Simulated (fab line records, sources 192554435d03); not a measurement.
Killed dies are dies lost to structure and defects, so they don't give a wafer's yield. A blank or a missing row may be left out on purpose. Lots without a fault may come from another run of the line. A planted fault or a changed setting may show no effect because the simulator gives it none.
One fault seen from 3 desks | flow n5_finfet | each desk has only its own numbers; what lay behind them comes last

THE METROLOGY DESK
What the gauges read, lot by lot, whatever tool the lot ran on: means of the sampled wafers that have a number. A lot is out of limits, marked OUT, if its mean lies more than 4 standard deviations from the usual mean; the brackets give that distance.
Columns: A = cd_nm at N5_BEOL_M9_CD_MEAS_11, usual 63.5 nm; B = M9_OVL at N5_BEOL_M9_OVL_MEAS_12, usual -0.4 nm
lot  | first seen here | A    | B
L290 | day 10 13:44    | 63.6 | -1.5
L299 | day 12 13:38    | 63.5 | -0.8
L302 | day 13 11:48    | 63.8 | -0.6
L303 | day 13 15:26    | 63.5 | -0.5
L305 | day 14 17:26    | 63.8 | 0.3
L308 | day 15 09:22    | 63.9 | 1.2
This desk's finding: nothing out of limits on any of the 6 lots.

THE DEFECT DESK
What the inspections along the route counted, lot by lot: means of the sampled wafers that have a number. A lot is out of limits, marked OUT, if its mean lies more than 4 standard deviations from the usual mean; the brackets give that distance.
Columns: A = raw_defect_count at N5_BEOL_M9_INSPECT_13, usual 386
lot  | first seen here | A
L290 | day 10 13:47    | 307
L299 | day 12 13:41    | 362
L302 | day 13 11:52    | 396
L303 | day 13 15:29    | 339
L305 | day 14 17:29    | 338
L308 | day 15 09:25    | 375
This desk's finding: nothing out of limits on any of the 6 lots.

THE TOOL OWNER'S DESK: rie_diel-04
The tool's own readings at N5_BEOL_M9_DESCUM_16 (chemistry O2, time 7.9 s): means of the sampled wafers that have a number, for each lot that ran on this tool. A lot is out of limits, marked OUT, if its mean lies more than 4 standard deviations from the usual mean; the brackets give that distance.
Columns: A = drypump_motor_current_A at N5_BEOL_M9_DESCUM_16, usual 5.8 A; B = oes_product_au at N5_BEOL_M9_DESCUM_16, usual 0.82 a.u.; C = rf_vpp_V at N5_BEOL_M9_DESCUM_16, usual 243.2 V; D = showerhead_plenum_p_Torr at N5_BEOL_M9_DESCUM_16, usual 2.10 Torr; E = throttle_valve_pct at N5_BEOL_M9_DESCUM_16, usual 20.29 %
lot  | first seen here | A   | B    | C     | D    | E
L290 | day 10 13:50    | 6.0 | 0.85 | 243.7 | 2.12 | 20.25
L303 | day 13 16:22    | 5.8 | 0.88 | 244.7 | 2.13 | 20.20
L305 | day 14 17:35    | 5.9 | 0.93 | 243.1 | 2.13 | 20.24
This desk's finding: nothing out of limits on any of the 3 lots.

PUT TOGETHER
The metrology desk saw nothing out of limits.
The defect desk saw nothing out of limits.
The tool owner's desk saw nothing out of limits.

WHAT THE SIMULATOR HAD PUT IN
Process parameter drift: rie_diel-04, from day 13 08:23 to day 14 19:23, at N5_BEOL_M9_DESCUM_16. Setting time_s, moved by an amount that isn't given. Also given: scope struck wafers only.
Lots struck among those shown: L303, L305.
